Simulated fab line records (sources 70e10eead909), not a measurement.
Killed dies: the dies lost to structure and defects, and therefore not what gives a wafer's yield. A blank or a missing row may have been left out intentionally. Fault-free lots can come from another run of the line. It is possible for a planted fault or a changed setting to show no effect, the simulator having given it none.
fab line records :: flow nand-harc
record:
  lots: 6
  wafers: 18
  last-day: 33
route steps=1302 shown A_STAIRCASE@884 A_SGD_CUT@890 END@1302
lots untouched by any fault: they come from a run of this same line in which no faults occurred
start-h: the number of hours between the record's first day and the start of the first shown wafer of the lot :: wait-h: how many hours have passed since the lot's step before this one :: " as in the row above :: L1.1+2: one row covering several wafers at once :: - no value present, or no start provided :: * or withheld: withheld :: < > ~ a bound
route shown NAME@n: a module of which the file shows steps, and the number in the route of the first :: usual: mean/standard deviation of fault-free wafers :: same: alike in all rows :: chamber/n: place in a boat :: sites: readings site by site :: _std_site: the values' standard deviation :: _edge_site: outer sites' mean less inner sites' :: radius-mm: for every site, how far away it sits from the centre of the wafer :: mask NAME#n: copy n :: behind: tool/chamber where the wafer was last shaped :: hold: the reason the lot was held/the length of the hold in hours/how it ended :: device: transistor that didn't switch, given as n, p or np :: end of line: the tests these same wafers got at the end of their route :: a step without rows: its recipe alone :: killed: count of dies lost to structure and defects at first sort (not the wafer's yield) :: map: dies across one wafer; x = killed, . = not, _ = none there
set.NAME: the setting that was run; set.NAME@STEP: the one run at that earlier step :: model.NAME: the simulator's own value behind a step, which no gauge read
lots seen at some steps along the route; tables by step, rows by wafer
services: a tool's chamber out of use, with start hour (start-h, from the record's first day; less than 0 if before it), hours out, and reason
== steps ==
step: NHARC_A_STAIRCASE_STRIP_475
recipe:
  time-s: 20
  o2-flow-sccm: 500
  ar-flow-sccm: 0
  bias-w: 0
  chemistry: O2
usual:
  drypump-motor-current-A: 5.8/0.45
  oes-product-au: 1.001/0.011
  rf-vpp-V: 57.8/0.93
  showerhead-plenum-p-Torr: 3.50/0.16
  throttle-valve-pct: 17.035/0.0094
lot.wafer: L264.3
tool: rie-diel-08
chamber: 1
start-h: -
wait-h: -
drypump-motor-current-A: 6.6
oes-product-au: 1.023
rf-hours-counter-h: 19
rf-vpp-V: 58.6
showerhead-plenum-p-Torr: 3.46
throttle-valve-pct: 17.044

lot.wafer: L264.2
tool: rie-diel-08
chamber: 2
start-h: -
wait-h: -
drypump-motor-current-A: 6.5
oes-product-au: 1.007
rf-hours-counter-h: 22
rf-vpp-V: 57.9
showerhead-plenum-p-Torr: 3.66
throttle-valve-pct: 17.058

lot.wafer: L264.1
tool: rie-diel-08
chamber: 3
start-h: -
wait-h: -
drypump-motor-current-A: 5.7
oes-product-au: 1.008
rf-hours-counter-h: 22
rf-vpp-V: 57.2
showerhead-plenum-p-Torr: 3.39
throttle-valve-pct: 17.031

lot.wafer: L267.1
tool: rie-diel-08
chamber: 3
start-h: -
wait-h: -
drypump-motor-current-A: 5.7
oes-product-au: 1.009
rf-hours-counter-h: 32
rf-vpp-V: 56.6
showerhead-plenum-p-Torr: 3.39
throttle-valve-pct: 17.039

lot.wafer: L267.2
tool: rie-diel-08
chamber: 0
start-h: -
wait-h: -
drypump-motor-current-A: 5.9
oes-product-au: 0.999
rf-hours-counter-h: 31
rf-vpp-V: 58.9
showerhead-plenum-p-Torr: 3.73
throttle-valve-pct: 17.028

lot.wafer: L267.4
tool: rie-diel-08
chamber: 1
start-h: -
wait-h: -
drypump-motor-current-A: 6.6
oes-product-au: 1.023
rf-hours-counter-h: 31
rf-vpp-V: 57.3
showerhead-plenum-p-Torr: 3.45
throttle-valve-pct: 17.039

lot.wafer: L272.2
tool: rie-diel-07
chamber: 1
start-h: -
wait-h: -
drypump-motor-current-A: 5.3
oes-product-au: 1.006
rf-hours-counter-h: 19
rf-vpp-V: 58.9
showerhead-plenum-p-Torr: 3.61
throttle-valve-pct: 17.032

lot.wafer: L272.1
tool: rie-diel-07
chamber: 2
start-h: -
wait-h: -
drypump-motor-current-A: 6.2
oes-product-au: 0.998
rf-hours-counter-h: 17
rf-vpp-V: 57.4
showerhead-plenum-p-Torr: 3.77
throttle-valve-pct: 17.037

lot.wafer: L272.6
tool: rie-diel-07
chamber: 2
start-h: -
wait-h: -
drypump-motor-current-A: 6.1
oes-product-au: 0.987
rf-hours-counter-h: -
rf-vpp-V: 58.5
showerhead-plenum-p-Torr: 3.77
throttle-valve-pct: 17.028

lot.wafer: L276.3
tool: rie-diel-07
chamber: 2
start-h: -
wait-h: -
drypump-motor-current-A: 6.2
oes-product-au: 1.006
rf-hours-counter-h: 25
rf-vpp-V: 58.4
showerhead-plenum-p-Torr: 3.76
throttle-valve-pct: 17.042

lot.wafer: L276.6
tool: rie-diel-07
chamber: 2
start-h: -
wait-h: -
drypump-motor-current-A: 6.2
oes-product-au: 1.007
rf-hours-counter-h: -
rf-vpp-V: 58.6
showerhead-plenum-p-Torr: 3.76
throttle-valve-pct: 17.045

lot.wafer: L276.5
tool: rie-diel-07
chamber: 3
start-h: -
wait-h: -
drypump-motor-current-A: 5.4
oes-product-au: 1.005
rf-hours-counter-h: -
rf-vpp-V: 56.4
showerhead-plenum-p-Torr: 3.36
throttle-valve-pct: 17.037

lot.wafer: L280.3
tool: rie-diel-10
chamber: 3
start-h: -
wait-h: -
drypump-motor-current-A: 5.5
oes-product-au: 1.003
rf-hours-counter-h: 49
rf-vpp-V: 57.9
showerhead-plenum-p-Torr: 3.34
throttle-valve-pct: 17.044

lot.wafer: L280.5
tool: rie-diel-10
chamber: 2
start-h: -
wait-h: -
drypump-motor-current-A: 5.5
oes-product-au: 1.016
rf-hours-counter-h: -
rf-vpp-V: 57.7
showerhead-plenum-p-Torr: 3.29
throttle-valve-pct: 17.043

lot.wafer: L280.6
tool: rie-diel-10
chamber: 3
start-h: -
wait-h: -
drypump-motor-current-A: 5.5
oes-product-au: 0.999
rf-hours-counter-h: -
rf-vpp-V: 58.0
showerhead-plenum-p-Torr: 3.34
throttle-valve-pct: 17.043

lot.wafer: L285.3
tool: rie-diel-10
chamber: 0
start-h: -
wait-h: -
drypump-motor-current-A: 5.5
oes-product-au: 0.996
rf-hours-counter-h: 18
rf-vpp-V: 58.7
showerhead-plenum-p-Torr: 3.35
throttle-valve-pct: 17.033

lot.wafer: L285.4
tool: rie-diel-10
chamber: 1
start-h: -
wait-h: -
drypump-motor-current-A: 5.3
oes-product-au: 0.979
rf-hours-counter-h: 21
rf-vpp-V: 57.1
showerhead-plenum-p-Torr: 3.52
throttle-valve-pct: 17.044

lot.wafer: L285.5
tool: rie-diel-10
chamber: 2
start-h: -
wait-h: -
drypump-motor-current-A: 5.6
oes-product-au: 1.010
rf-hours-counter-h: -
rf-vpp-V: 59.5
showerhead-plenum-p-Torr: 3.79
throttle-valve-pct: 17.043
step: NHARC_A_STAIRCASE_DEP_471
recipe:
  target-thk-a: 1000
  temp-c: 400
  pressure-torr: 6.5
  rf-w: 900
  teos-flow-sccm: 161.4
  flow-sccm: 2650
  target-thk-nm: 100
  gas: O2
  material: SiO2
usual:
  heater-power-outer-w: 285/47
  heater-power-w: 526/59
  throttle-valve-pct: 15.8/0.59
lot.wafer: L264.1
tool: pecvd-03
chamber: 1
start-h: 446.33
wait-h: -
heater-power-outer-w: 224
heater-power-w: 458
throttle-valve-pct: 15.9

lot.wafer: L264.3
tool: pecvd-03
chamber: 2
start-h: 446.33
wait-h: -
heater-power-outer-w: 273
heater-power-w: 527
throttle-valve-pct: 16.2

lot.wafer: L264.2
tool: pecvd-03
chamber: 0
start-h: 446.33
wait-h: -
heater-power-outer-w: 277
heater-power-w: 529
throttle-valve-pct: 15.4

lot.wafer: L267.2
tool: pecvd-04
chamber: 2
start-h: 481.93
wait-h: -
heater-power-outer-w: 207
heater-power-w: 404
throttle-valve-pct: 14.6

lot.wafer: L267.1
tool: pecvd-04
chamber: 0
start-h: 481.93
wait-h: -
heater-power-outer-w: 340
heater-power-w: 590
throttle-valve-pct: 15.7

lot.wafer: L267.4
tool: pecvd-04
chamber: 2
start-h: 481.93
wait-h: -
heater-power-outer-w: 213
heater-power-w: 416
throttle-valve-pct: 14.4

lot.wafer: L272.1
tool: pecvd-04
chamber: 1
start-h: 532.38
wait-h: -
heater-power-outer-w: 264
heater-power-w: 498
throttle-valve-pct: 16.0

lot.wafer: L272.2
tool: pecvd-04
chamber: 2
start-h: 532.38
wait-h: -
heater-power-outer-w: 288
heater-power-w: 519
throttle-valve-pct: 14.5

lot.wafer: L272.6
tool: pecvd-04
chamber: 1
start-h: 532.38
wait-h: -
heater-power-outer-w: 263
heater-power-w: 517
throttle-valve-pct: 15.7

lot.wafer: L276.3
tool: pecvd-04
chamber: 2
start-h: 562.62
wait-h: -
heater-power-outer-w: 298
heater-power-w: 518
throttle-valve-pct: 14.6

lot.wafer: L276.6
tool: pecvd-04
chamber: 2
start-h: 562.62
wait-h: -
heater-power-outer-w: 308
heater-power-w: 518
throttle-valve-pct: 14.7

lot.wafer: L276.5
tool: pecvd-04
chamber: 0
start-h: 562.62
wait-h: -
heater-power-outer-w: 326
heater-power-w: 576
throttle-valve-pct: 15.9

lot.wafer: L280.3
tool: pecvd-04
chamber: 2
start-h: 584.68
wait-h: -
heater-power-outer-w: 260
heater-power-w: 476
throttle-valve-pct: 14.8

lot.wafer: L280.6
tool: pecvd-04
chamber: 2
start-h: 584.68
wait-h: -
heater-power-outer-w: 272
heater-power-w: 475
throttle-valve-pct: 14.8

lot.wafer: L280.5
tool: pecvd-04
chamber: 0
start-h: 584.68
wait-h: -
heater-power-outer-w: 349
heater-power-w: 581
throttle-valve-pct: 15.9

lot.wafer: L285.3
tool: pecvd-03
chamber: 0
start-h: 662.14
wait-h: -
heater-power-outer-w: 296
heater-power-w: 539
throttle-valve-pct: 15.5

lot.wafer: L285.5
tool: pecvd-03
chamber: 1
start-h: 662.14
wait-h: -
heater-power-outer-w: 178
heater-power-w: 391
throttle-valve-pct: 16.0

lot.wafer: L285.4
tool: pecvd-03
chamber: 2
start-h: 662.14
wait-h: -
heater-power-outer-w: 229
heater-power-w: 473
throttle-valve-pct: 16.5
step: NHARC_A_STAIRCASE_CMP_472
recipe:
  material: SiO2
usual:
  motor-current-A: 12.4/1.1
  slurry-filter-dp-kPa: 13.49/0.13
lot.wafer: L264.2
tool: cmp-01
chamber: 0
start-h: 446.60
wait-h: 0.2
motor-current-A: 11.3
slurry-filter-dp-kPa: 13.43

lot.wafer: L264.3
tool: cmp-01
chamber: 1
start-h: 446.60
wait-h: 0.2
motor-current-A: 13.2
slurry-filter-dp-kPa: 13.54

lot.wafer: L264.1
tool: cmp-01
chamber: 3
start-h: 446.60
wait-h: 0.2
motor-current-A: 12.4
slurry-filter-dp-kPa: 13.42

lot.wafer: L267.2
tool: cmp-04
chamber: 2
start-h: 482.23
wait-h: 0.3
motor-current-A: 13.2
slurry-filter-dp-kPa: 13.34

lot.wafer: L267.1
tool: cmp-04
chamber: 3
start-h: 482.23
wait-h: 0.3
motor-current-A: 10.3
slurry-filter-dp-kPa: 13.45

lot.wafer: L267.4
tool: cmp-04
chamber: 0
start-h: 482.23
wait-h: 0.3
motor-current-A: 12.0
slurry-filter-dp-kPa: 13.66

lot.wafer: L272.1
tool: cmp-04
chamber: 3
start-h: 532.62
wait-h: 0.2
motor-current-A: 9.9
slurry-filter-dp-kPa: 13.44

lot.wafer: L272.2
tool: cmp-04
chamber: 1
start-h: 532.62
wait-h: 0.2
motor-current-A: 12.3
slurry-filter-dp-kPa: 13.45

lot.wafer: L272.6
tool: cmp-04
chamber: 0
start-h: 532.62
wait-h: 0.2
motor-current-A: 12.2
slurry-filter-dp-kPa: 13.44

lot.wafer: L276.3
tool: cmp-04
chamber: 2
start-h: 562.95
wait-h: 0.3
motor-current-A: 12.9
slurry-filter-dp-kPa: 13.71

lot.wafer: L276.6
tool: cmp-04
chamber: 3
start-h: 562.95
wait-h: 0.3
motor-current-A: 11.3
slurry-filter-dp-kPa: 13.50

lot.wafer: L276.5
tool: cmp-04
chamber: 0
start-h: 562.95
wait-h: 0.3
motor-current-A: 11.4
slurry-filter-dp-kPa: 13.65

lot.wafer: L280.3
tool: cmp-01
chamber: 1
start-h: 585.03
wait-h: 0.3
motor-current-A: 13.5
slurry-filter-dp-kPa: 13.43

lot.wafer: L280.6
tool: cmp-01
chamber: 2
start-h: 585.03
wait-h: 0.3
motor-current-A: 11.2
slurry-filter-dp-kPa: 13.36

lot.wafer: L280.5
tool: cmp-01
chamber: 3
start-h: 585.03
wait-h: 0.3
motor-current-A: 12.6
slurry-filter-dp-kPa: 13.44

lot.wafer: L285.4
tool: cmp-01
chamber: 2
start-h: 662.35
wait-h: 0.1
motor-current-A: 11.6
slurry-filter-dp-kPa: 13.49

lot.wafer: L285.3
tool: cmp-01
chamber: 1
start-h: 662.35
wait-h: 0.1
motor-current-A: 13.5
slurry-filter-dp-kPa: 13.66

lot.wafer: L285.5
tool: cmp-01
chamber: 2
start-h: 662.35
wait-h: 0.1
motor-current-A: 11.7
slurry-filter-dp-kPa: 13.53
step: NHARC_A_STAIRCASE_SRD_474
step: NHARC_A_STAIRCASE_INSPECT_155
usual:
  raw-defect-count: 440/170
lot.wafer: L264.1
tool: defect-inspect-01
chamber: -
start-h: 446.94
wait-h: 0.1
raw-defect-count: 373

lot.wafer: L264.2
tool: defect-inspect-01
chamber: -
start-h: 446.94
wait-h: 0.1
raw-defect-count: 420

lot.wafer: L264.3
tool: defect-inspect-01
chamber: -
start-h: 446.94
wait-h: 0.1
raw-defect-count: 463

lot.wafer: L267.1
tool: defect-inspect-02
chamber: -
start-h: 482.55
wait-h: 0.1
raw-defect-count: 1062

lot.wafer: L267.2
tool: defect-inspect-02
chamber: -
start-h: 482.55
wait-h: 0.1
raw-defect-count: 1007

lot.wafer: L267.4
tool: defect-inspect-02
chamber: -
start-h: 482.55
wait-h: 0.1
raw-defect-count: 725

lot.wafer: L272.1
tool: defect-inspect-01
chamber: -
start-h: 532.97
wait-h: 0.1
raw-defect-count: 406

lot.wafer: L272.2
tool: defect-inspect-01
chamber: -
start-h: 532.97
wait-h: 0.1
raw-defect-count: 291

lot.wafer: L272.6
tool: defect-inspect-01
chamber: -
start-h: 532.97
wait-h: 0.1
raw-defect-count: 265

lot.wafer: L276.3
tool: defect-inspect-02
chamber: -
start-h: 563.22
wait-h: 0.1
raw-defect-count: 273

lot.wafer: L276.5
tool: defect-inspect-02
chamber: -
start-h: 563.22
wait-h: 0.1
raw-defect-count: 211

lot.wafer: L276.6
tool: defect-inspect-02
chamber: -
start-h: 563.22
wait-h: 0.1
raw-defect-count: 260

lot.wafer: L280.3
tool: defect-inspect-02
chamber: -
start-h: 585.29
wait-h: 0.1
raw-defect-count: 490

lot.wafer: L280.5
tool: defect-inspect-02
chamber: -
start-h: 585.29
wait-h: 0.1
raw-defect-count: 416

lot.wafer: L280.6
tool: defect-inspect-02
chamber: -
start-h: 585.29
wait-h: 0.1
raw-defect-count: 555

lot.wafer: L285.3
tool: defect-inspect-02
chamber: -
start-h: 662.70
wait-h: 0.1
raw-defect-count: 505

lot.wafer: L285.4
tool: defect-inspect-02
chamber: -
start-h: 662.70
wait-h: 0.1
raw-defect-count: 720

lot.wafer: L285.5
tool: defect-inspect-02
chamber: -
start-h: 662.70
wait-h: 0.1
raw-defect-count: 741
step: NHARC_A_SGD_CUT_DEP_00
recipe:
  target-thk-a: 500
  temp-c: 400
  target-thk-nm: 50
  flow-sccm: 200
  rf-w: 450
  material: SiNx
usual:
  heater-power-outer-w: 402/55
  heater-power-w: 674/71
lot.wafer: L264.3
tool: pecvd-03
chamber: 2
start-h: 447.01
wait-h: 0.1
heater-power-outer-w: 416
heater-power-w: 704

lot.wafer: L264.2
tool: pecvd-03
chamber: 0
start-h: 447.01
wait-h: 0.1
heater-power-outer-w: 413
heater-power-w: 720

lot.wafer: L264.1
tool: pecvd-03
chamber: 1
start-h: 447.01
wait-h: 0.1
heater-power-outer-w: 371
heater-power-w: 647

lot.wafer: L267.2
tool: pecvd-03
chamber: 2
start-h: 482.64
wait-h: 0.1
heater-power-outer-w: 422
heater-power-w: 713

lot.wafer: L267.1
tool: pecvd-03
chamber: 0
start-h: 482.64
wait-h: 0.1
heater-power-outer-w: 390
heater-power-w: 675

lot.wafer: L267.4
tool: pecvd-03
chamber: 2
start-h: 482.64
wait-h: 0.1
heater-power-outer-w: 420
heater-power-w: 699

lot.wafer: L272.1
tool: pecvd-01
chamber: 2
start-h: 533.03
wait-h: 0.1
heater-power-outer-w: 371
heater-power-w: 635

lot.wafer: L272.2
tool: pecvd-01
chamber: 1
start-h: 533.03
wait-h: 0.1
heater-power-outer-w: 456
heater-power-w: 686

lot.wafer: L272.6
tool: pecvd-01
chamber: 1
start-h: 533.03
wait-h: 0.1
heater-power-outer-w: 449
heater-power-w: 693

lot.wafer: L276.3
tool: pecvd-01
chamber: 0
start-h: 563.31
wait-h: 0.1
heater-power-outer-w: 508
heater-power-w: 794

lot.wafer: L276.6
tool: pecvd-01
chamber: 0
start-h: 563.31
wait-h: 0.1
heater-power-outer-w: 508
heater-power-w: 824

lot.wafer: L276.5
tool: pecvd-01
chamber: 1
start-h: 563.31
wait-h: 0.1
heater-power-outer-w: 383
heater-power-w: 601

lot.wafer: L280.3
tool: pecvd-03
chamber: 0
start-h: 585.39
wait-h: 0.1
heater-power-outer-w: 341
heater-power-w: 607

lot.wafer: L280.6
tool: pecvd-03
chamber: 2
start-h: 585.39
wait-h: 0.1
heater-power-outer-w: 391
heater-power-w: 709

lot.wafer: L280.5
tool: pecvd-03
chamber: 1
start-h: 585.39
wait-h: 0.1
heater-power-outer-w: 365
heater-power-w: 619

lot.wafer: L285.3
tool: pecvd-01
chamber: 2
start-h: 662.77
wait-h: 0.1
heater-power-outer-w: 374
heater-power-w: 625

lot.wafer: L285.4
tool: pecvd-01
chamber: 2
start-h: 662.77
wait-h: 0.1
heater-power-outer-w: 376
heater-power-w: 625

lot.wafer: L285.5
tool: pecvd-01
chamber: 0
start-h: 662.77
wait-h: 0.1
heater-power-outer-w: 492
heater-power-w: 785
step: NHARC_A_SGD_CUT_DEHYDRATE_01
recipe:
  temp-c: 150
  time-s: 120
step: NHARC_A_SGD_CUT_HMDS_02
recipe:
  time-s: 30
step: NHARC_A_SGD_CUT_COAT_56
recipe:
  temp-c: 260
  time-s: 75
step: NHARC_A_SGD_CUT_COAT_57
recipe:
  temp-c: 225
  time-s: 65
step: NHARC_A_SGD_CUT_COAT_03
recipe:
  spin-rpm: 1500
  resist-thk-nm: 90
step: NHARC_A_SGD_CUT_SOFTBAKE_04
recipe:
  temp-c: 105
  time-s: 55
usual:
  chill-plate-temp-C: 22.99/0.097
  heater-power-total-W: 188.45/0.13
lot.wafer: L264.1
tool: litho-track-04
chamber: 0
start-h: 447
wait-h: -
chill-plate-temp-C: 22.99
heater-power-total-W: 188.43

lot.wafer: L264.2
tool: litho-track-04
chamber: 0
start-h: 447
wait-h: -
chill-plate-temp-C: 23.02
heater-power-total-W: 188.37

lot.wafer: L264.3
tool: litho-track-04
chamber: 0
start-h: 447
wait-h: -
chill-plate-temp-C: 23.06
heater-power-total-W: 188.47

lot.wafer: L267.1
tool: litho-track-04
chamber: 0
start-h: 482
wait-h: -
chill-plate-temp-C: 23.14
heater-power-total-W: 188.41

lot.wafer: L267.2
tool: litho-track-04
chamber: 0
start-h: 482
wait-h: -
chill-plate-temp-C: 22.96
heater-power-total-W: 188.50

lot.wafer: L267.4
tool: litho-track-04
chamber: 0
start-h: 482
wait-h: -
chill-plate-temp-C: 22.83
heater-power-total-W: 188.76

lot.wafer: L272.1
tool: litho-track-04
chamber: 0
start-h: 533
wait-h: -
chill-plate-temp-C: 22.90
heater-power-total-W: 182.75

lot.wafer: L272.2
tool: litho-track-04
chamber: 0
start-h: 533
wait-h: -
chill-plate-temp-C: 22.99
heater-power-total-W: 182.85

lot.wafer: L272.6
tool: litho-track-04
chamber: 0
start-h: 533
wait-h: -
chill-plate-temp-C: 23.08
heater-power-total-W: 182.81

lot.wafer: L276.3
tool: litho-track-04
chamber: 0
start-h: 563
wait-h: -
chill-plate-temp-C: 22.89
heater-power-total-W: 182.82

lot.wafer: L276.5
tool: litho-track-04
chamber: 0
start-h: 563
wait-h: -
chill-plate-temp-C: 23.05
heater-power-total-W: 182.74

lot.wafer: L276.6
tool: litho-track-04
chamber: 0
start-h: 563
wait-h: -
chill-plate-temp-C: 23.01
heater-power-total-W: 182.94

lot.wafer: L280.3
tool: litho-track-01
chamber: 0
start-h: 585
wait-h: -
chill-plate-temp-C: 23.01
heater-power-total-W: 188.29

lot.wafer: L280.5
tool: litho-track-01
chamber: 0
start-h: 585
wait-h: -
chill-plate-temp-C: 22.85
heater-power-total-W: 188.70

lot.wafer: L280.6
tool: litho-track-01
chamber: 0
start-h: 585
wait-h: -
chill-plate-temp-C: 22.93
heater-power-total-W: 188.36

lot.wafer: L285.3
tool: litho-track-01
chamber: 0
start-h: 663
wait-h: -
chill-plate-temp-C: 22.85
heater-power-total-W: 188.21

lot.wafer: L285.4
tool: litho-track-01
chamber: 0
start-h: 663
wait-h: -
chill-plate-temp-C: 22.88
heater-power-total-W: 188.31

lot.wafer: L285.5
tool: litho-track-01
chamber: 0
start-h: 663
wait-h: -
chill-plate-temp-C: 22.90
heater-power-total-W: 188.40
step: NHARC_A_SGD_CUT_EBR_05
step: NHARC_END_SORT_01
recipe:
  temp-c: 25
usual:
  killed-at-array: 57/17
  killed-at-other: 0.5/0.82
  killed-at-periphery: 4.0/2.8
  killed-dies: 61/18
  killed-open: 2.9/2
  killed-short: 2.3/1.7
same:
  gross-dies: 677
lot.wafer: L280.3
tool: prober-02
chamber: 0
start-h: 719.50
wait-h: 3.1
killed-at-array: 84
killed-at-other: 1
killed-at-periphery: 8
killed-dies: 93
killed-open: 1
killed-short: 2

lot.wafer: L280.5
tool: prober-02
chamber: 0
start-h: 721.08
wait-h: 3.7
killed-at-array: 88
killed-at-other: 0
killed-at-periphery: 5
killed-dies: 93
killed-open: 4
killed-short: 1

lot.wafer: L280.6
tool: prober-02
chamber: 0
start-h: 721.88
wait-h: 4.0
killed-at-array: 64
killed-at-other: 0
killed-at-periphery: 5
killed-dies: 69
killed-open: 1
killed-short: 3
killed by level:class
L280.3 A_SLIT:chamber-film-flake=29 A_CHANNEL_HOLE_D2:chamber-film-flake=24 A_CHANNEL_HOLE_D1:chamber-film-flake=18 P_GATE:chamber-film-flake=8 A_CONTACT:chamber-film-flake=4 A_CHANNEL_FILL_D1:chamber-film-flake=2 A_STAIRCASE:chamber-film-flake=2 A_CHANNEL_HOLE_D1:geometric-particle:short=1
L280.5 A_CHANNEL_HOLE_D1:chamber-film-flake=33 A_SLIT:chamber-film-flake=29 A_CHANNEL_HOLE_D2:chamber-film-flake=13 A_CONTACT:chamber-film-flake=7 P_GATE:chamber-film-flake=3 P_CONTACT:geometric-particle:open=1 A_ONON_D2:geometric-particle:open=1 A_ONON_D2:geometric-particle:short=1
L280.6 A_SLIT:chamber-film-flake=30 A_CHANNEL_HOLE_D1:chamber-film-flake=14 A_CHANNEL_HOLE_D2:chamber-film-flake=8 A_STAIRCASE:chamber-film-flake=4 A_CONTACT:chamber-film-flake=4 A_CHANNEL_FILL_D1:geometric-particle:short=2 P_GATE:chamber-film-flake=2 P_M1:chamber-film-flake=2
== services ==
tool: rie-diel-10
chamber: 1
start-h: 436.12
hours: 3.5
kind: repair

tool: pecvd-03
chamber: 2
start-h: 436.46
hours: 8.3
kind: repair

tool: pecvd-04
chamber: -
start-h: 450.00
hours: 13.0
kind: pm

tool: cmp-04
chamber: -
start-h: 465.43
hours: 4.0
kind: pm

tool: rie-diel-07
chamber: -
start-h: 473.60
hours: 9.0
kind: pm

tool: cmp-04
chamber: -
start-h: 483.17
hours: 0.5
kind: repair

tool: pecvd-01
chamber: -
start-h: 492.16
hours: 13.0
kind: pm

tool: cmp-01
chamber: -
start-h: 500.44
hours: 4.0
kind: pm

tool: cmp-04
chamber: -
start-h: 514.02
hours: 1.7
kind: repair

tool: cmp-01
chamber: -
start-h: 539.25
hours: 3.4
kind: repair

tool: pecvd-03
chamber: -
start-h: 547.12
hours: 13.0
kind: pm

tool: litho-track-04
chamber: -
start-h: 553.00
hours: 7.0
kind: pm

tool: cmp-04
chamber: -
start-h: 563.43
hours: 4.0
kind: pm

tool: cmp-01
chamber: -
start-h: 567.90
hours: 2.1
kind: repair

tool: pecvd-04
chamber: 2
start-h: 577.50
hours: 6.2
kind: repair

tool: pecvd-01
chamber: 1
start-h: 583.39
hours: 5.9
kind: repair

tool: pecvd-03
chamber: 2
start-h: 588.59
hours: 15.7
kind: repair

tool: cmp-01
chamber: -
start-h: 592.21
hours: 0.5
kind: repair

tool: cmp-01
chamber: -
start-h: 598.44
hours: 4.0
kind: pm

tool: pecvd-01
chamber: -
start-h: 608.55
hours: 0.8
kind: repair

tool: pecvd-04
chamber: -
start-h: 631.00
hours: 13.0
kind: pm

tool: cmp-01
chamber: -
start-h: 639.56
hours: 2.1
kind: repair

tool: cmp-04
chamber: -
start-h: 651.51
hours: 1.1
kind: repair

tool: cmp-04
chamber: -
start-h: 661.43
hours: 4.0
kind: pm
== key ==
first-sign:
  step: NHARC_A_SGD_CUT_SOFTBAKE_04
  reading: heater-power-total-W
  direction: down
  sigmas: 42
  usual: *
  struck: *
effect none on later readings
met-at NHARC_A_SGD_CUT_SOFTBAKE_04
struck-wafers L272.1,L272.2,L272.6,L276.3,L276.5,L276.6
tester-left-out L272,L276
onset-between 482 533
fault:
  kind: process-parameter-drift
  tool: litho-track-04
  chamber: -
  onset-h: 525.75
  steps: NHARC_A_SGD_CUT_SOFTBAKE_04
  channel: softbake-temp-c
  offset: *
  shape: step
  end-h: 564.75
  acts-in: *
  stated: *
tester-left-out: of these lots the tester's yield and bins aren't shown, on N5 and GAA mostly nor the transistor test; their killed dies are dies lost to structure and defects alone, not to doping, threshold or leakage, so they don't give the yield
